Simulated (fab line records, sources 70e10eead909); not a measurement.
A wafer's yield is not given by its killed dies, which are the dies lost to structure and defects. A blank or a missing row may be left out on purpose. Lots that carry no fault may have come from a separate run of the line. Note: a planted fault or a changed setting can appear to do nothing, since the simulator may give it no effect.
Which tool is to blame? | flow nand-harc | 12 lots with 36 wafers sampled at 6 steps, on a route of 1302 steps

WHAT THE GAUGES READ, wafer by wafer
NHARC_P_STI_OCD_MEAS_43. Usual: trench-depth-nm 300 nm, standard deviation 3.7; trench-foot-cd-nm 157.8 nm, standard deviation 1.7.
lot  | measured     | on     | trench-depth-nm (nm) | trench-foot-cd-nm (nm) | flag
L382 | day 2 23:23  | ocd-02 | 304 302 304          | 158.5 157.6 157.2      |
L383 | day 3 10:25  | ocd-01 | 307 305 307          | 156.1 156.1 156.4      |
L387 | day 4 23:49  | ocd-02 | 303 298 303          | 155.6 155.2 157.0      |
L388 | day 5 10:40  | ocd-02 | 299 304 306          | 158.4 155.3 155.5      |
L389 | day 5 18:39  | ocd-02 | 299 309 307          | 157.8 157.8 155.2      |
L391 | day 6 14:24  | ocd-01 | 294 297 296          | 158.3 159.1 158.6      |
L395 | day 8 06:44  | ocd-02 | 297 298 295          | 160.4 158.4 158.8      |
L397 | day 9 02:56  | ocd-02 | 297 296 296          | 157.5 159.5 160.2      |
L398 | day 9 14:28  | ocd-01 | 302 304 303          | 158.5 157.1 157.2      |
L403 | day 11 17:09 | ocd-02 | 301 302 299          | 160.3 159.3 159.1      |
L404 | day 12 01:44 | ocd-01 | 300 305 301          | 156.8 156.2 158.8      |
L405 | day 12 09:55 | ocd-02 | 300 299 300          | 159.5 160.0 160.1      |

NHARC_P_GATE_CD_MEAS_26: the cd target is 120 nm. Usual: 120.1 nm for cd-nm, sd 0.55.
lot  | measured     | on        | cd-nm (nm)        | flag
L382 | day 5 02:02  | cd-sem-01 | 119.9 120.4 119.7 |
L383 | day 5 19:40  | cd-sem-03 | 120.8 120.1 119.6 |
L387 | day 7 05:08  | cd-sem-01 | 120.1 120.1 119.4 |
L388 | day 7 17:26  | cd-sem-02 | 120.4 120.6 120.8 |
L389 | day 7 22:28  | cd-sem-02 | 121.3 120.8 120.5 |
L391 | day 8 20:02  | cd-sem-02 | 118.8 118.8 118.8 |
L395 | day 10 11:31 | cd-sem-02 | 117.2 117.5 117.2 | OFF
L397 | day 11 06:29 | cd-sem-01 | 117.7 117.8 116.8 | OFF
L398 | day 11 23:17 | cd-sem-03 | 117.4 116.7 116.9 | OFF
L403 | day 14 04:04 | cd-sem-01 | 119.0 118.4 118.9 |
L404 | day 14 09:02 | cd-sem-03 | 120.2 120.2 120.2 |
L405 | day 14 15:10 | cd-sem-01 | 120.0 120.7 119.9 |

NHARC_P_GATE_OVL_MEAS_27. Usual: overlay-x-nm 0.2 nm, standard deviation 0.86; overlay-y-nm -0.3 nm, standard deviation 0.82.
lot  | measured     | on         | overlay-x-nm (nm) | overlay-y-nm (nm) | flag
L382 | day 5 02:07  | overlay-02 | 0.4 0.8 0.4       | -0.1 0.1 0.2      |
L383 | day 5 19:45  | overlay-02 | -0.3 -0.3 -0.6    | -0.9 -0.7 -0.3    |
L387 | day 7 05:13  | overlay-02 | 0.6 0.8 0.9       | 1.2 1.3 0.9       |
L388 | day 7 17:31  | overlay-01 | -0.7 -0.5 -0.4    | -0.5 -0.8 -1.4    |
L389 | day 7 22:33  | overlay-01 | -0.2 -0.5 -0.6    | -1.3 -1.0 -0.7    |
L391 | day 8 20:08  | overlay-01 | 0.5 0.5 1.2       | 0.2 0.5 0.2       |
L395 | day 10 11:36 | overlay-02 | 0.6 0.7 0.5       | -0.2 -0.2 0.1     |
L397 | day 11 06:34 | overlay-02 | -0.2 -1.2 -1.1    | 0.0 0.3 0.7       |
L398 | day 11 23:23 | overlay-01 | 1.2 0.7 1.1       | 0.0 -0.2 -0.3     |
L403 | day 14 04:10 | overlay-01 | -1.1 -1.0 -0.5    | -1.2 -0.9 -1.2    |
L404 | day 14 09:07 | overlay-01 | 2.0 1.8 1.7       | -1.2 -0.7 -1.1    |
L405 | day 14 15:15 | overlay-01 | -0.2 -0.6 -1.0    | -1.9 -1.8 -1.0    |

NHARC_END_SORT_01. Usual: killed-at-array 52, standard deviation 20; killed-at-other 1.0, standard deviation 1.3; killed-at-periphery 3.7, standard deviation 2.2; killed-dies 57, standard deviation 20; killed-open 3.2, standard deviation 1.6; killed-short 2.4, standard deviation 1.6.
lot  | measured     | on        | killed-at-array | killed-at-other | killed-at-periphery | killed-dies | killed-open | killed-short | flag
L397 | day 31 01:32 | prober-01 | 65 66 55        | 2 0 2           | 2 2 5               | 69 68 62    | 2 1 3       | 1 4 2        |

TOOL THAT RAN EACH LOT (tool first, then ch and the chambers of the sampled wafers, then the start)
lot  | NHARC_P_GATE_PEB_24               | NHARC_P_GATE_ETCH_32
L382 | litho-track-01 ch 0, day 5 01:57  | rie-si-04 ch 2,3, day 5 02:40
L383 | litho-track-01 ch 0, day 5 19:35  | rie-si-06 ch 0,2,3, day 5 20:24
L387 | litho-track-01 ch 0, day 7 05:03  | rie-si-06 ch 0,2, day 7 05:47
L388 | litho-track-06 ch 0, day 7 17:21  | rie-si-02 ch 0,3, day 7 18:05
L389 | litho-track-04 ch 0, day 7 22:23  | rie-si-02 ch 1,3, day 7 23:48
L391 | litho-track-01 ch 0, day 8 19:58  | rie-si-02 ch 0,3, day 8 20:41
L395 | litho-track-01 ch 0, day 10 11:26 | rie-si-06 ch 0,1,2, day 10 12:10
L397 | litho-track-01 ch 0, day 11 06:24 | rie-si-02 ch 0,2,3, day 11 07:10
L398 | litho-track-01 ch 0, day 11 23:13 | rie-si-02 ch 0,2, day 11 23:57
L403 | litho-track-01 ch 0, day 14 03:59 | rie-si-06 ch 0,2,3, day 14 04:45
L404 | litho-track-04 ch 0, day 14 08:58 | rie-si-02 ch 2,3, day 14 09:42
L405 | litho-track-01 ch 0, day 14 15:05 | rie-si-02 ch 0,3, day 14 15:48
- NHARC_P_GATE_PEB_24: peb time 65 s.
- NHARC_P_GATE_ETCH_32: etches the open film in HBr/Cl2, target depth 150 nm, time 100.1 s.

WHAT THE TOOLS THEMSELVES READ (means of the sampled wafers that have a number; where no wafer has one, the mark that the record gives instead)
NHARC_P_GATE_ETCH_32. Usual: chamber-pressure-mTorr 15.001 mTorr, standard deviation 0.014; drypump-motor-current-A 5.8 A, standard deviation 0.44; hbr-flow-sccm 150.0 sccm, standard deviation 0.45; oes-product-au 1.000 a.u., standard deviation 0.0072; rf-fwd-power-W 396.9 W, standard deviation 1.1; throttle-valve-pct 26.407 %, standard deviation 0.009.
lot  | tool      | chamber-pressure-mTorr (mTorr) | drypump-motor-current-A (A) | hbr-flow-sccm (sccm) | oes-product-au (a.u.) | rf-fwd-power-W (W) | throttle-valve-pct (%) | flag
L382 | rie-si-04 | 14.994                         | 5.9                         | 150.7                | 0.998                 | 397.9              | 26.407                 |
L383 | rie-si-06 | 15.000                         | 6.0                         | 150.6                | 1.002                 | 397.4              | 26.405                 |
L387 | rie-si-06 | 15.005                         | 5.9                         | 150.0                | 1.006                 | 395.6              | 26.415                 |
L388 | rie-si-02 | 14.993                         | 5.1                         | 150.1                | 0.994                 | 396.6              | 26.410                 |
L389 | rie-si-02 | 14.993                         | 5.6                         | 150.2                | 0.991                 | 395.0              | 26.402                 |
L391 | rie-si-02 | 14.991                         | 5.1                         | 149.8                | 1.002                 | 398.2              | 26.412                 |
L395 | rie-si-06 | 15.002                         | 6.2                         | 150.1                | 1.005                 | 396.7              | 26.401                 |
L397 | rie-si-02 | 14.989                         | 5.3                         | 150.1                | 0.998                 | 397.2              | 26.400                 |
L398 | rie-si-02 | 14.998                         | 5.4                         | 150.0                | 1.001                 | 395.2              | 26.403                 |
L403 | rie-si-06 | 15.008                         | 6.1                         | 149.6                | 1.011                 | 396.8              | 26.406                 |
L404 | rie-si-02 | 14.999                         | 5.3                         | 150.2                | 0.995                 | 396.5              | 26.403                 |
L405 | rie-si-02 | 14.992                         | 5.1                         | 149.7                | 0.995                 | 397.9              | 26.416                 |

THE ANSWER, worked out from the rows above alone
Rule: a lot is off if the mean of its wafers that have a number lies more than 3 standard deviations from the usual mean. A lot without any number at a reading at which 4 lots or more have one is off too. The other lots that the step has rows for count as sound. After the gauges, taken in route order, come the tools' own readings; for these a lot's mean is taken, as printed above. The first step at which some lot is off is used, and at that step the reading that is off furthest; a lot without a number counts as furthest.
Off, at NHARC_P_GATE_CD_MEAS_26 on cd-nm: L395, L397, L398.
A tool fits if, at a process step before that reading, it ran every lot that is off, and no sound lot after the first of them. Those tools and the gauges at NHARC_P_GATE_CD_MEAS_26 are tried in the same way. None of those tried fits.

WHAT THE SIMULATOR PUT IN
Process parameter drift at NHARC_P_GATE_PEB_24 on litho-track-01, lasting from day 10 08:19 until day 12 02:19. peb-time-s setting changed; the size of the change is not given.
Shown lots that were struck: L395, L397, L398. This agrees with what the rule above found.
